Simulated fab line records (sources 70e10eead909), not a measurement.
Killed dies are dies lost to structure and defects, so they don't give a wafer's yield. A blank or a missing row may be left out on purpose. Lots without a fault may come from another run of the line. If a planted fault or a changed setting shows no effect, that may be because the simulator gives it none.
Which tool was responsible? :: flow nandHarc :: 30 wafers from 10 lots sampled at 6 of the route's 1302 steps

## WHAT THE GAUGES SHOWED, per wafer
NHARC_THIN_TSV_CD_MEAS_12: target cd 1000 nm.
lot: L582
measured: day 24 01:02
on: cdSem-03
cdNm (nm): 999.9 998.3 1001.0

lot: L588
measured: day 25 23:52
on: cdSem-03
cdNm (nm): 1000.6 1003.1 1002.2

lot: L590
measured: day 27 08:44
on: cdSem-03
cdNm (nm): 1001.8 998.0 997.3

lot: L594
measured: day 29 09:38
on: cdSem-02
cdNm (nm): 998.9 998.8 1000.6

lot: L595
measured: day 29 17:27
on: cdSem-03
cdNm (nm): 1002.1 1000.0 1001.7

lot: L596
measured: day 29 18:38
on: cdSem-02
cdNm (nm): 998.6 1000.3 1000.3

lot: L598
measured: day 30 07:57
on: cdSem-03
cdNm (nm): 996.5 1001.0 997.5

lot: L600
measured: day 30 21:01
on: cdSem-01
cdNm (nm): 1001.2 1002.2 1001.0

lot: L601
measured: day 32 02:26
on: cdSem-03
cdNm (nm): 1000.5 998.0 999.6

lot: L604
measured: day 33 05:52
on: cdSem-01
cdNm (nm): 1000.4 1004.4 998.9

NHARC_END_WLT_00.
lot: L582
measured: day 24 16:01
on: prober-01
VT_DECK1_BOTTOM: 0.866 0.870 0.870
VT_DECK1_BOTTOM_INNER: 0.866 0.861 0.865
VT_DECK1_MEDIAN_NEAR_BOTTOM: 0.862 0.872 0.868
VT_DECK1_MEDIAN_NEAR_BOTTOM_INNER: 0.863 0.859 0.861
VT_DECK1_MIDDLE: 0.873 0.887 0.875
VT_DECK1_MIDDLE_INNER: 0.877 0.884 0.881
VT_DECK1_TOP: 0.893 0.892 0.885
VT_DECK1_TOP_INNER: 0.884 0.892 0.891
VT_DECK2_BOTTOM: 0.867 0.869 0.865
VT_DECK2_BOTTOM_INNER: 0.866 0.865 0.868
VT_DECK2_MEDIAN_NEAR_BOTTOM: 0.871 0.872 0.869
VT_DECK2_MEDIAN_NEAR_BOTTOM_INNER: 0.870 0.867 0.862
VT_DECK2_MIDDLE: 0.883 0.881 0.892
VT_DECK2_MIDDLE_INNER: 0.883 0.875 0.888
VT_DECK2_TOP: 0.903 0.903 0.904
VT_DECK2_TOP_INNER: 0.898 0.897 0.895

lot: L588
measured: day 26 12:38
on: prober-02
VT_DECK1_BOTTOM: 0.865 0.875 0.879
VT_DECK1_BOTTOM_INNER: 0.876 0.886 0.875
VT_DECK1_MEDIAN_NEAR_BOTTOM: 0.873 0.881 0.878
VT_DECK1_MEDIAN_NEAR_BOTTOM_INNER: 0.877 0.878 0.889
VT_DECK1_MIDDLE: 0.888 0.884 0.886
VT_DECK1_MIDDLE_INNER: 0.888 0.893 0.889
VT_DECK1_TOP: 0.899 0.892 0.894
VT_DECK1_TOP_INNER: 0.898 0.896 0.900
VT_DECK2_BOTTOM: 0.870 0.882 0.873
VT_DECK2_BOTTOM_INNER: 0.872 0.869 0.866
VT_DECK2_MEDIAN_NEAR_BOTTOM: 0.875 0.875 0.874
VT_DECK2_MEDIAN_NEAR_BOTTOM_INNER: 0.872 0.883 0.874
VT_DECK2_MIDDLE: 0.883 0.883 0.886
VT_DECK2_MIDDLE_INNER: 0.886 0.885 0.892
VT_DECK2_TOP: 0.887 0.901 0.895
VT_DECK2_TOP_INNER: 0.895 0.893 0.897

lot: L590
measured: day 28 02:42
on: prober-01
VT_DECK1_BOTTOM: 0.864 0.871 0.861
VT_DECK1_BOTTOM_INNER: 0.871 0.876 0.864
VT_DECK1_MEDIAN_NEAR_BOTTOM: 0.871 0.873 0.866
VT_DECK1_MEDIAN_NEAR_BOTTOM_INNER: 0.878 0.883 0.864
VT_DECK1_MIDDLE: 0.890 0.885 0.875
VT_DECK1_MIDDLE_INNER: 0.888 0.885 0.888
VT_DECK1_TOP: 0.890 0.889 0.897
VT_DECK1_TOP_INNER: 0.885 0.902 0.899
VT_DECK2_BOTTOM: 0.868 0.879 0.882
VT_DECK2_BOTTOM_INNER: 0.868 0.880 0.883
VT_DECK2_MEDIAN_NEAR_BOTTOM: 0.864 0.885 0.884
VT_DECK2_MEDIAN_NEAR_BOTTOM_INNER: 0.864 0.888 0.886
VT_DECK2_MIDDLE: 0.886 0.895 0.891
VT_DECK2_MIDDLE_INNER: 0.884 0.889 0.894
VT_DECK2_TOP: 0.901 0.914 0.904
VT_DECK2_TOP_INNER: 0.909 0.903 0.900

lot: L594
measured: day 29 21:58
on: prober-01
VT_DECK1_BOTTOM: 0.868 0.871 0.868
VT_DECK1_BOTTOM_INNER: 0.866 0.864 0.868
VT_DECK1_MEDIAN_NEAR_BOTTOM: 0.872 0.875 0.871
VT_DECK1_MEDIAN_NEAR_BOTTOM_INNER: 0.866 0.871 0.869
VT_DECK1_MIDDLE: 0.881 0.881 0.885
VT_DECK1_MIDDLE_INNER: 0.876 0.888 0.888
VT_DECK1_TOP: 0.896 0.899 0.892
VT_DECK1_TOP_INNER: 0.893 0.893 0.887
VT_DECK2_BOTTOM: 0.874 0.881 0.871
VT_DECK2_BOTTOM_INNER: 0.875 0.875 0.880
VT_DECK2_MEDIAN_NEAR_BOTTOM: 0.874 0.885 0.877
VT_DECK2_MEDIAN_NEAR_BOTTOM_INNER: 0.867 0.885 0.874
VT_DECK2_MIDDLE: 0.892 0.888 0.890
VT_DECK2_MIDDLE_INNER: 0.892 0.892 0.885
VT_DECK2_TOP: 0.906 0.904 0.900
VT_DECK2_TOP_INNER: 0.901 0.903 0.903

lot: L595
measured: day 30 09:08
on: prober-01
VT_DECK1_BOTTOM: 0.873 0.870 0.868 0.869 0.876 0.861
VT_DECK1_BOTTOM_INNER: 0.868 0.871 0.868 0.867 0.863 0.862
VT_DECK1_MEDIAN_NEAR_BOTTOM: 0.875 0.872 0.860 0.868 0.869 0.862
VT_DECK1_MEDIAN_NEAR_BOTTOM_INNER: 0.871 0.872 0.866 0.880 0.867 0.865
VT_DECK1_MIDDLE: 0.885 0.879 0.882 0.880 0.885 0.880
VT_DECK1_MIDDLE_INNER: 0.883 0.888 0.885 0.884 0.889 0.876
VT_DECK1_TOP: 0.888 0.892 0.902 0.891 0.898 0.889
VT_DECK1_TOP_INNER: 0.892 0.892 0.896 0.886 0.888 0.891
VT_DECK2_BOTTOM: 0.873 0.869 0.869 0.870 0.871 0.868
VT_DECK2_BOTTOM_INNER: 0.866 0.869 0.864 0.871 0.867 0.871
VT_DECK2_MEDIAN_NEAR_BOTTOM: 0.882 0.873 0.865 0.874 0.867 0.880
VT_DECK2_MEDIAN_NEAR_BOTTOM_INNER: 0.871 0.875 0.866 0.874 0.871 0.863
VT_DECK2_MIDDLE: 0.890 0.897 0.888 0.883 0.883 0.889
VT_DECK2_MIDDLE_INNER: 0.881 0.884 0.881 0.887 0.880 0.882
VT_DECK2_TOP: 0.895 0.902 0.895 0.891 0.903 0.900
VT_DECK2_TOP_INNER: 0.894 0.894 0.881 0.891 0.896 0.906

lot: L596
measured: day 30 16:40
on: prober-01
VT_DECK1_BOTTOM: 0.872 0.856 0.873 0.860 0.871 0.869
VT_DECK1_BOTTOM_INNER: 0.868 0.868 0.859 0.865 0.868 0.869
VT_DECK1_MEDIAN_NEAR_BOTTOM: 0.865 0.867 0.883 0.868 0.868 0.868
VT_DECK1_MEDIAN_NEAR_BOTTOM_INNER: 0.870 0.867 0.880 0.866 0.872 0.873
VT_DECK1_MIDDLE: 0.888 0.884 0.881 0.883 0.881 0.885
VT_DECK1_MIDDLE_INNER: 0.880 0.881 0.889 0.899 0.888 0.885
VT_DECK1_TOP: 0.894 0.899 0.899 0.902 0.903 0.898
VT_DECK1_TOP_INNER: 0.900 0.901 0.886 0.894 0.897 0.895
VT_DECK2_BOTTOM: 0.881 0.873 0.867 0.873 0.883 0.869
VT_DECK2_BOTTOM_INNER: 0.873 0.875 0.876 0.874 0.877 0.873
VT_DECK2_MEDIAN_NEAR_BOTTOM: 0.880 0.871 0.877 0.872 0.879 0.868
VT_DECK2_MEDIAN_NEAR_BOTTOM_INNER: 0.880 0.884 0.873 0.876 0.873 0.871
VT_DECK2_MIDDLE: 0.884 0.890 0.883 0.888 0.892 0.883
VT_DECK2_MIDDLE_INNER: 0.890 0.888 0.891 0.892 0.891 0.883
VT_DECK2_TOP: 0.900 0.897 0.899 0.898 0.895 0.897
VT_DECK2_TOP_INNER: 0.908 0.900 0.897 0.893 0.906 0.902

lot: L598
measured: day 30 23:19
on: prober-02
VT_DECK1_BOTTOM: 0.859 0.867 0.870
VT_DECK1_BOTTOM_INNER: 0.865 0.864 0.868
VT_DECK1_MEDIAN_NEAR_BOTTOM: 0.864 0.871 0.861
VT_DECK1_MEDIAN_NEAR_BOTTOM_INNER: 0.864 0.866 0.861
VT_DECK1_MIDDLE: 0.876 0.884 0.871
VT_DECK1_MIDDLE_INNER: 0.884 0.877 0.886
VT_DECK1_TOP: 0.882 0.891 0.899
VT_DECK1_TOP_INNER: 0.896 0.895 0.895
VT_DECK2_BOTTOM: 0.878 0.878 0.872
VT_DECK2_BOTTOM_INNER: 0.880 0.884 0.877
VT_DECK2_MEDIAN_NEAR_BOTTOM: 0.881 0.879 0.875
VT_DECK2_MEDIAN_NEAR_BOTTOM_INNER: 0.887 0.880 0.880
VT_DECK2_MIDDLE: 0.898 0.893 0.890
VT_DECK2_MIDDLE_INNER: 0.894 0.897 0.885
VT_DECK2_TOP: 0.901 0.900 0.903
VT_DECK2_TOP_INNER: 0.896 0.898 0.903

lot: L600
measured: day 31 09:32
on: prober-01
VT_DECK1_BOTTOM: 0.879 0.884 0.862
VT_DECK1_BOTTOM_INNER: 0.872 0.872 0.871
VT_DECK1_MEDIAN_NEAR_BOTTOM: 0.875 0.879 0.880
VT_DECK1_MEDIAN_NEAR_BOTTOM_INNER: 0.871 0.869 0.869
VT_DECK1_MIDDLE: 0.889 0.887 0.879
VT_DECK1_MIDDLE_INNER: 0.890 0.885 0.888
VT_DECK1_TOP: 0.909 0.895 0.895
VT_DECK1_TOP_INNER: 0.903 0.895 0.898
VT_DECK2_BOTTOM: 0.864 0.876 0.867
VT_DECK2_BOTTOM_INNER: 0.859 0.870 0.874
VT_DECK2_MEDIAN_NEAR_BOTTOM: 0.867 0.880 0.877
VT_DECK2_MEDIAN_NEAR_BOTTOM_INNER: 0.875 0.871 0.870
VT_DECK2_MIDDLE: 0.889 0.886 0.880
VT_DECK2_MIDDLE_INNER: 0.879 0.877 0.880
VT_DECK2_TOP: 0.893 0.886 0.898
VT_DECK2_TOP_INNER: 0.881 0.893 0.894

lot: L601
measured: day 32 16:04
on: prober-01
VT_DECK1_BOTTOM: 0.867 0.877 0.864
VT_DECK1_BOTTOM_INNER: 0.876 0.876 0.876
VT_DECK1_MEDIAN_NEAR_BOTTOM: 0.879 0.879 0.879
VT_DECK1_MEDIAN_NEAR_BOTTOM_INNER: 0.873 0.881 0.877
VT_DECK1_MIDDLE: 0.889 0.889 0.887
VT_DECK1_MIDDLE_INNER: 0.888 0.890 0.887
VT_DECK1_TOP: 0.899 0.905 0.901
VT_DECK1_TOP_INNER: 0.892 0.897 0.909
VT_DECK2_BOTTOM: 0.870 0.874 0.874
VT_DECK2_BOTTOM_INNER: 0.869 0.871 0.870
VT_DECK2_MEDIAN_NEAR_BOTTOM: 0.869 0.878 0.867
VT_DECK2_MEDIAN_NEAR_BOTTOM_INNER: 0.863 0.880 0.868
VT_DECK2_MIDDLE: 0.881 0.891 0.876
VT_DECK2_MIDDLE_INNER: 0.890 0.896 0.887
VT_DECK2_TOP: 0.896 0.897 0.903
VT_DECK2_TOP_INNER: 0.908 0.900 0.907

lot: L604
measured: day 34 01:46
on: prober-02
VT_DECK1_BOTTOM: 0.868 0.881 0.870
VT_DECK1_BOTTOM_INNER: 0.874 0.875 0.873
VT_DECK1_MEDIAN_NEAR_BOTTOM: 0.880 0.870 0.872
VT_DECK1_MEDIAN_NEAR_BOTTOM_INNER: 0.869 0.875 0.879
VT_DECK1_MIDDLE: 0.886 0.889 0.885
VT_DECK1_MIDDLE_INNER: 0.884 0.885 0.890
VT_DECK1_TOP: 0.899 0.896 0.898
VT_DECK1_TOP_INNER: 0.905 0.906 0.894
VT_DECK2_BOTTOM: 0.871 0.870 0.872
VT_DECK2_BOTTOM_INNER: 0.865 0.876 0.873
VT_DECK2_MEDIAN_NEAR_BOTTOM: 0.873 0.874 0.866
VT_DECK2_MEDIAN_NEAR_BOTTOM_INNER: 0.868 0.865 0.872
VT_DECK2_MIDDLE: 0.873 0.881 0.889
VT_DECK2_MIDDLE_INNER: 0.881 0.887 0.888
VT_DECK2_TOP: 0.893 0.898 0.896
VT_DECK2_TOP_INNER: 0.897 0.908 0.895

NHARC_END_SORT_01.
lot: L582
measured: day 24 19:00
on: prober-01
defectLimitedYield (%): 88.3 89.4 87.9
killedAtArray: 76 68 79
killedAtOther: 0 0 0
killedAtPeriphery: 3 4 3
killedDies: 79 72 82
killedOpen: 3 3 4
killedShort: 1 1 4

lot: L588
measured: day 26 15:56
on: prober-02
defectLimitedYield (%): 87.9 87.7 89.4
killedAtArray: 79 77 65
killedAtOther: 0 0 0
killedAtPeriphery: 3 6 7
killedDies: 82 83 72
killedOpen: 3 2 4
killedShort: 2 2 3

lot: L590
measured: day 28 05:58
on: prober-01
defectLimitedYield (%): 91.4 90.7 89.8
killedAtArray: 54 57 66
killedAtOther: 2 0 0
killedAtPeriphery: 2 6 3
killedDies: 58 63 69
killedOpen: 3 3 2
killedShort: 2 3 2

lot: L594
measured: day 30 01:19
on: prober-01
defectLimitedYield (%): 91.1 89.8 90.8
killedAtArray: 58 67 59
killedAtOther: 0 0 0
killedAtPeriphery: 2 2 3
killedDies: 60 69 62
killedOpen: 1 4 5
killedShort: 4 3 0

lot: L595
measured: day 30 17:13
on: prober-01
defectLimitedYield (%): 34.9 32.8 35.5
killedAtArray: 29 37 34
killedAtOther: 408 418 402
killedAtPeriphery: 4 0 1
killedDies: 441 455 437
killedOpen: 3 3 1
killedShort: 1 1 3

lot: L596
measured: day 31 01:23
on: prober-01
defectLimitedYield (%): 32.5 34.4 29.8
killedAtArray: 35 24 30
killedAtOther: 420 420 441
killedAtPeriphery: 2 0 4
killedDies: 457 444 475
killedOpen: 3 0 1
killedShort: 2 0 2

lot: L598
measured: day 31 02:40
on: prober-01
defectLimitedYield (%): 36.6 37.7 30.0
killedAtArray: 18 15 16
killedAtOther: 409 406 454
killedAtPeriphery: 2 1 4
killedDies: 429 422 474
killedOpen: 4 2 0
killedShort: 4 4 1

lot: L600
measured: day 31 12:47
on: prober-01
defectLimitedYield (%): 93.8 93.6 95.3
killedAtArray: 36 40 29
killedAtOther: 0 0 0
killedAtPeriphery: 6 3 3
killedDies: 42 43 32
killedOpen: 5 3 5
killedShort: 3 3 3

lot: L601
measured: day 32 19:58
on: prober-01
defectLimitedYield (%): 91.4 91.4 91.7
killedAtArray: 55 56 51
killedAtOther: 0 0 0
killedAtPeriphery: 3 2 5
killedDies: 58 58 56
killedOpen: 4 3 0
killedShort: 2 3 1

lot: L604
measured: day 34 04:44
on: prober-02
defectLimitedYield (%): 93.4 92.5 91.9
killedAtArray: 38 41 49
killedAtOther: 0 0 0
killedAtPeriphery: 7 10 6
killedDies: 45 51 55
killedOpen: 1 4 4
killedShort: 1 2 1

## TOOL THAT RAN EACH LOT (tool first, then ch and the chambers of the sampled wafers, then the start)
lot: L582
NHARC_THIN_TSV_STRIP_45: plasmaAsher-01 ch 0,1, day 24 02:37
NHARC_THIN_TSV_PVD_19: pvdSputter-03, day 24 05:05 or earlier
NHARC_THIN_TSV_ECD_20: ecdCu-02 ch 0,1, day 24 05:05

lot: L588
NHARC_THIN_TSV_STRIP_45: plasmaAsher-01 ch 0,1, day 26 00:54
NHARC_THIN_TSV_PVD_19: pvdSputter-02, day 26 03:34 or earlier
NHARC_THIN_TSV_ECD_20: ecdCu-01 ch 0,1, day 26 03:34

lot: L590
NHARC_THIN_TSV_STRIP_45: plasmaAsher-02 ch 0,1, day 27 09:49
NHARC_THIN_TSV_PVD_19: pvdSputter-03, day 27 12:07 or earlier
NHARC_THIN_TSV_ECD_20: ecdCu-02 ch 0,1, day 27 12:07

lot: L594
NHARC_THIN_TSV_STRIP_45: plasmaAsher-02 ch 0,1, day 29 10:42
NHARC_THIN_TSV_PVD_19: pvdSputter-03, day 29 12:57 or earlier
NHARC_THIN_TSV_ECD_20: ecdCu-02 ch 0,1, day 29 12:57

lot: L595
NHARC_THIN_TSV_STRIP_45: plasmaAsher-01 ch 0,1, day 29 18:50
NHARC_THIN_TSV_PVD_19: pvdSputter-03, day 29 21:05 or earlier
NHARC_THIN_TSV_ECD_20: ecdCu-02 ch 0, day 29 21:05

lot: L596
NHARC_THIN_TSV_STRIP_45: plasmaAsher-01 ch 0,1, day 29 19:43
NHARC_THIN_TSV_PVD_19: pvdSputter-01, day 29 21:56 or earlier
NHARC_THIN_TSV_ECD_20: ecdCu-02 ch 0,1, day 29 21:56

lot: L598
NHARC_THIN_TSV_STRIP_45: plasmaAsher-02 ch 0, day 30 09:02
NHARC_THIN_TSV_PVD_19: pvdSputter-02, day 30 11:10 or earlier
NHARC_THIN_TSV_ECD_20: ecdCu-02 ch 1, day 30 11:10

lot: L600
NHARC_THIN_TSV_STRIP_45: plasmaAsher-01 ch 0,1, day 30 22:06
NHARC_THIN_TSV_PVD_19: pvdSputter-01, day 31 00:20 or earlier
NHARC_THIN_TSV_ECD_20: ecdCu-01 ch 0,1, day 31 00:20

lot: L601
NHARC_THIN_TSV_STRIP_45: plasmaAsher-02 ch 0,1, day 32 03:35
NHARC_THIN_TSV_PVD_19: pvdSputter-01, day 32 05:50 or earlier
NHARC_THIN_TSV_ECD_20: ecdCu-01 ch 0,1, day 32 05:50

lot: L604
NHARC_THIN_TSV_STRIP_45: plasmaAsher-02 ch 0,1, day 33 06:57
NHARC_THIN_TSV_PVD_19: pvdSputter-02, day 33 09:25 or earlier
NHARC_THIN_TSV_ECD_20: ecdCu-01 ch 0, day 33 09:25
- NHARC_THIN_TSV_STRIP_45: strips in O2.
- NHARC_THIN_TSV_PVD_19: deposits TaN, target thk 20 nm.
- NHARC_THIN_TSV_ECD_20: material Cu, target thk 2000 nm.

## AS READ BY THE TOOLS THEMSELVES (means over the sampled wafers that have a number; for cases with no such wafer, the mark the record gives instead)
NHARC_THIN_TSV_STRIP_45.
lot: L582
tool: plasmaAsher-01
drypumpMotorCurrentA (A): 6.0
heaterPowerW (W): 346

lot: L588
tool: plasmaAsher-01
drypumpMotorCurrentA (A): 6.0
heaterPowerW (W): 349

lot: L590
tool: plasmaAsher-02
drypumpMotorCurrentA (A): 5.3
heaterPowerW (W): 334

lot: L594
tool: plasmaAsher-02
drypumpMotorCurrentA (A): 5.5
heaterPowerW (W): 335

lot: L595
tool: plasmaAsher-01
drypumpMotorCurrentA (A): 6.0
heaterPowerW (W): 350

lot: L596
tool: plasmaAsher-01
drypumpMotorCurrentA (A): 5.8
heaterPowerW (W): 324

lot: L598
tool: plasmaAsher-02
drypumpMotorCurrentA (A): 5.7
heaterPowerW (W): 338

lot: L600
tool: plasmaAsher-01
drypumpMotorCurrentA (A): 5.7
heaterPowerW (W): 315

lot: L601
tool: plasmaAsher-02
drypumpMotorCurrentA (A): 5.5
heaterPowerW (W): 338

lot: L604
tool: plasmaAsher-02
drypumpMotorCurrentA (A): 5.5
heaterPowerW (W): 335

NHARC_THIN_TSV_PVD_19.
lot: L582
tool: pvdSputter-03
throttleValvePct (%): 28.8

lot: L588
tool: pvdSputter-02
throttleValvePct (%): 29.7

lot: L590
tool: pvdSputter-03
throttleValvePct (%): 29.2

lot: L594
tool: pvdSputter-03
throttleValvePct (%): 29.1

lot: L595
tool: pvdSputter-03
throttleValvePct (%): 30.2

lot: L596
tool: pvdSputter-01
throttleValvePct (%): 29.6

lot: L598
tool: pvdSputter-02
throttleValvePct (%): 30.7

lot: L600
tool: pvdSputter-01
throttleValvePct (%): 30.3

lot: L601
tool: pvdSputter-01
throttleValvePct (%): 30.0

lot: L604
tool: pvdSputter-02
throttleValvePct (%): 30.3

## THE ANSWER, worked out from the rows above alone
Rule: the lots themselves supply what counts as usual. The widest of any qualifying gaps counts: lots, ordered by their means at a reading, are off when they make up no more than a third of the lots, leave a main group of 4 or more, and stand apart from it by 3 or more times the standard deviation of that group's means. A main group is skipped when, at the precision printed for the reading in the tables above, its means are all equal. Also off: a lot with no number at a reading for which 4 or more lots have one. The other lots that the step has rows for count as sound. First the gauges in route order, then the tools' own readings, where a lot's mean is used as printed above. At the first step where some lot is off, the reading lying furthest off is the one used; lots without a number count as furthest.
Off at NHARC_END_SORT_01 (killedAtOther): L595, L596, L598. The main group has a mean of 0.1 with a standard deviation of 0.23.
A tool fits if, at a process step before that reading, it ran every lot that is off, and no sound lot after the first of them. Those tools and the gauges at NHARC_END_SORT_01 are tried in the same way. NHARC_THIN_TSV_PVD_19: start missing for some lots; hours and lot order therefore follow NHARC_THIN_TSV_ECD_20. One candidate fits, namely ecdCu-02 at NHARC_THIN_TSV_ECD_20. Its last sound lot is L594 (day 29 12:57), its first lot that is off L595 (day 29 21:05): a fault that began between those two fits.

## WHAT THE SIMULATOR HAD PUT IN
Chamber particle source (ecdCu-02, NHARC_THIN_TSV_ECD_20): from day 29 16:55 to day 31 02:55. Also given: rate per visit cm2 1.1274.
Shown lots that were struck: L595, L596, L598. The rule above reached the same finding.
